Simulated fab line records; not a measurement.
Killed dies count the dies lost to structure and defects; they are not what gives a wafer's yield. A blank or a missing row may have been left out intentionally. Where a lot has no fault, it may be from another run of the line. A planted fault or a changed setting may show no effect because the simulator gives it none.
Lot-split experiment :: flow n5 finfet :: route with 1938 steps; 7 lots, 39 wafers read

## THE SPLIT
At N5_BEOL_M3_TRENCH_ETCH_37 (etches SiOC in C4F6/O2, target depth 55.555 nm, time 29.2 s), the setting target depth a was moved away from the recipe's 555.55 angstrom on 15 of the 39 wafers read, by +25.7% to +59.5%. This setting was run at the recipe's value on the other wafers.

## FROM THE SPLIT TO THE READING: what the file shows between them, 2 steps
- N5_BEOL_M3_ETCH_41: etches SiCN in CH3F/O2, target depth 29.9 nm, time 52.5 s
- N5_BEOL_M3_STRIP_97: strips in N2/H2, time 10 s

## THE READING
trench depth nm, in nm, at N5_BEOL_M3_OCD_MEAS_38. On this fab line, fault-free wafers typically give 55.8 nm with a standard deviation of 1.2 nm.

wafer: L080.1
tool, chamber at the split: rie diel-01, 3
target depth a as run, angstrom: 886.3
against the recipe: +59.5%
trench depth nm, nm: 92.4
against lot-mates on the recipe: +36.2

wafer: L080.2
tool, chamber at the split: rie diel-01, 0
target depth a as run, angstrom: 555.55
against the recipe: recipe
trench depth nm, nm: 55.1
against lot-mates on the recipe: -

wafer: L080.3
tool, chamber at the split: rie diel-01, 2
target depth a as run, angstrom: 886.3
against the recipe: +59.5%
trench depth nm, nm: 89.1
against lot-mates on the recipe: +32.9

wafer: L080.4
tool, chamber at the split: rie diel-01, 1
target depth a as run, angstrom: 555.55
against the recipe: recipe
trench depth nm, nm: 57.0
against lot-mates on the recipe: -

wafer: L080.5
tool, chamber at the split: rie diel-01, 3
target depth a as run, angstrom: 886.3
against the recipe: +59.5%
trench depth nm, nm: 92.7
against lot-mates on the recipe: +36.5

wafer: L080.6
tool, chamber at the split: rie diel-01, 2
target depth a as run, angstrom: 555.55
against the recipe: recipe
trench depth nm, nm: 56.4
against lot-mates on the recipe: -

wafer: L081.1
tool, chamber at the split: rie diel-01, 3
target depth a as run, angstrom: 877.7
against the recipe: +58.0%
trench depth nm, nm: 91.4
against lot-mates on the recipe: +34.9

wafer: L081.2
tool, chamber at the split: rie diel-01, 2
target depth a as run, angstrom: 555.55
against the recipe: recipe
trench depth nm, nm: 55.6
against lot-mates on the recipe: -

wafer: L081.3
tool, chamber at the split: rie diel-01, 0
target depth a as run, angstrom: 877.7
against the recipe: +58.0%
trench depth nm, nm: 86.4
against lot-mates on the recipe: +29.9

wafer: L081.4
tool, chamber at the split: rie diel-01, 1
target depth a as run, angstrom: 555.55
against the recipe: recipe
trench depth nm, nm: 56.1
against lot-mates on the recipe: -

wafer: L081.5
tool, chamber at the split: rie diel-01, 0
target depth a as run, angstrom: 877.7
against the recipe: +58.0%
trench depth nm, nm: 87.6
against lot-mates on the recipe: +31.1

wafer: L081.6
tool, chamber at the split: rie diel-01, 3
target depth a as run, angstrom: 555.55
against the recipe: recipe
trench depth nm, nm: 57.8
against lot-mates on the recipe: -

wafer: L083.1
tool, chamber at the split: rie diel-01, 2
target depth a as run, angstrom: 858.7
against the recipe: +54.6%
trench depth nm, nm: 86.3
against lot-mates on the recipe: +30.8

wafer: L083.2
tool, chamber at the split: rie diel-01, 1
target depth a as run, angstrom: 555.55
against the recipe: recipe
trench depth nm, nm: 56.6
against lot-mates on the recipe: -

wafer: L083.3
tool, chamber at the split: rie diel-01, 3
target depth a as run, angstrom: 858.7
against the recipe: +54.6%
trench depth nm, nm: 88.9
against lot-mates on the recipe: +33.4

wafer: L083.4
tool, chamber at the split: rie diel-01, 0
target depth a as run, angstrom: 555.55
against the recipe: recipe
trench depth nm, nm: 54.8
against lot-mates on the recipe: -

wafer: L083.5
tool, chamber at the split: rie diel-01, 2
target depth a as run, angstrom: 555.55
against the recipe: recipe
trench depth nm, nm: 55.0
against lot-mates on the recipe: -

wafer: L083.6
tool, chamber at the split: rie diel-01, 3
target depth a as run, angstrom: 858.7
against the recipe: +54.6%
trench depth nm, nm: 89.6
against lot-mates on the recipe: +34.1

wafer: L086.2
tool, chamber at the split: rie diel-01, 3
target depth a as run, angstrom: 555.55
against the recipe: recipe
trench depth nm, nm: 58.3
against lot-mates on the recipe: -

wafer: L086.3
tool, chamber at the split: rie diel-01, 1
target depth a as run, angstrom: 555.55
against the recipe: recipe
trench depth nm, nm: 56.5
against lot-mates on the recipe: -

wafer: L086.5
tool, chamber at the split: rie diel-01, 2
target depth a as run, angstrom: 555.55
against the recipe: recipe
trench depth nm, nm: 56.3
against lot-mates on the recipe: -

wafer: L089.1
tool, chamber at the split: rie diel-04, 3
target depth a as run, angstrom: 555.55
against the recipe: recipe
trench depth nm, nm: 57.0
against lot-mates on the recipe: -

wafer: L089.2
tool, chamber at the split: rie diel-04, 2
target depth a as run, angstrom: 555.55
against the recipe: recipe
trench depth nm, nm: 54.7
against lot-mates on the recipe: -

wafer: L089.3
tool, chamber at the split: rie diel-04, 1
target depth a as run, angstrom: 555.55
against the recipe: recipe
trench depth nm, nm: 54.6
against lot-mates on the recipe: -

wafer: L089.4
tool, chamber at the split: rie diel-04, 3
target depth a as run, angstrom: 555.55
against the recipe: recipe
trench depth nm, nm: 57.4
against lot-mates on the recipe: -

wafer: L089.5
tool, chamber at the split: rie diel-04, 2
target depth a as run, angstrom: 555.55
against the recipe: recipe
trench depth nm, nm: 55.0
against lot-mates on the recipe: -

wafer: L089.6
tool, chamber at the split: rie diel-04, 1
target depth a as run, angstrom: 555.55
against the recipe: recipe
trench depth nm, nm: 54.2
against lot-mates on the recipe: -

wafer: L091.1
tool, chamber at the split: rie diel-01, 3
target depth a as run, angstrom: 698.3
against the recipe: +25.7%
trench depth nm, nm: 72.5
against lot-mates on the recipe: +16.3

wafer: L091.2
tool, chamber at the split: rie diel-01, 1
target depth a as run, angstrom: 698.3
against the recipe: +25.7%
trench depth nm, nm: 71.5
against lot-mates on the recipe: +15.3

wafer: L091.3
tool, chamber at the split: rie diel-01, 0
target depth a as run, angstrom: 555.55
against the recipe: recipe
trench depth nm, nm: 55.2
against lot-mates on the recipe: -

wafer: L091.4
tool, chamber at the split: rie diel-01, 2
target depth a as run, angstrom: 555.55
against the recipe: recipe
trench depth nm, nm: 56.1
against lot-mates on the recipe: -

wafer: L091.5
tool, chamber at the split: rie diel-01, 2
target depth a as run, angstrom: 698.3
against the recipe: +25.7%
trench depth nm, nm: 70.1
against lot-mates on the recipe: +13.9

wafer: L091.6
tool, chamber at the split: rie diel-01, 1
target depth a as run, angstrom: 555.55
against the recipe: recipe
trench depth nm, nm: 57.2
against lot-mates on the recipe: -

wafer: L096.1
tool, chamber at the split: rie diel-01, 0
target depth a as run, angstrom: 821
against the recipe: +47.8%
trench depth nm, nm: 81.6
against lot-mates on the recipe: +25.1

wafer: L096.2
tool, chamber at the split: rie diel-01, 2
target depth a as run, angstrom: 555.55
against the recipe: recipe
trench depth nm, nm: 55.5
against lot-mates on the recipe: -

wafer: L096.3
tool, chamber at the split: rie diel-01, 3
target depth a as run, angstrom: 821
against the recipe: +47.8%
trench depth nm, nm: 86.1
against lot-mates on the recipe: +29.6

wafer: L096.4
tool, chamber at the split: rie diel-01, 2
target depth a as run, angstrom: 555.55
against the recipe: recipe
trench depth nm, nm: 55.5
against lot-mates on the recipe: -

wafer: L096.5
tool, chamber at the split: rie diel-01, 3
target depth a as run, angstrom: 555.55
against the recipe: recipe
trench depth nm, nm: 58.5
against lot-mates on the recipe: -

wafer: L096.6
tool, chamber at the split: rie diel-01, 0
target depth a as run, angstrom: 821
against the recipe: +47.8%
trench depth nm, nm: 81.8
against lot-mates on the recipe: +25.3

THE FIT
A straight line over all 39 wafers: trench depth nm changes by +0.578 nm for each +1% of target depth a; r = +0.99; the points scatter about the line by 1.5 nm.
The same after taking each lot's own level away (the mean of its wafers on the recipe; 39 wafers): +0.577 nm for each +1%; r = +0.99; scatter 1.5 nm.
On that fit, the largest move of target depth a shifts the reading by 34 nm.
The lots' own levels span 55.47 to 57.03 nm, that is 1.3 times the standard deviation above.
Hence the lot-to-lot level has little effect on the slope; both slopes agree.
Check: with one of the wafers moved furthest among these (+59.5%) left out of the fit, the line predicts +34.2 nm for it against its lot-mates. Against them it came out at +36.2 nm.

## ADDITIONAL SPLITS CARRIED BY THESE WAFERS
Other splits were also applied to these wafers ahead of the reading. Each is held against what the fit with the lots' levels taken away leaves over:
other split on the same wafers: N5_ZERO_LAYER_PECVD_02 time s
wafers away from the commonest value: 15
r with trench depth nm (lot level and that fit taken away): +0.09

other split on the same wafers: N5_SD_EPI_N_ETCH_45 target depth a
wafers away from the commonest value: 12
r with trench depth nm (lot level and that fit taken away): +0.01

other split on the same wafers: N5_MOL_CONTACT_COAG_ETCHBACK_135 time s
wafers away from the commonest value: 18
r with trench depth nm (lot level and that fit taken away): -0.05

other split on the same wafers: N5_BEOL_M0_SAQP_PECVD_96 time s
wafers away from the commonest value: 18
r with trench depth nm (lot level and that fit taken away): +0.03

## THE WHOLE CHAIN: every reading that the file lists as answering this split, in the file's order
step: N5_BEOL_M3_TRENCH_ETCH_37
what it does: etches SiOC in C4F6/O2, target depth 55.555 nm, time 29.2 s
reading: BEOL_M3.feature depth nm (the simulator's own value, which no gauge read)
change (the file's fit): +0.576 nm for each +1% of the setting
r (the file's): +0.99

step: N5_BEOL_M3_TRENCH_ETCH_37
what it does: etches SiOC in C4F6/O2, target depth 55.555 nm, time 29.2 s
reading: etch.depth nm (the simulator's own value, which no gauge read)
change (the file's fit): +0.575 nm for each +1% of the setting
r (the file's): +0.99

step: N5_BEOL_M3_TRENCH_ETCH_37
what it does: etches SiOC in C4F6/O2, target depth 55.555 nm, time 29.2 s
reading: TiN_of_BEOL_M3_HM_DEP_02.thk nm (the simulator's own value, which no gauge read)
change (the file's fit): -0.0236 nm for each +1% of the setting
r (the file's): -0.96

step: N5_BEOL_M3_OCD_MEAS_38
what it does: 
reading: trench depth nm
change (the file's fit): +0.577 nm for each +1% of the setting
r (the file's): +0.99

## FILE'S OWN FIT
trench depth nm changes by +0.577 nm for each +1% of target depth a, r = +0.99.
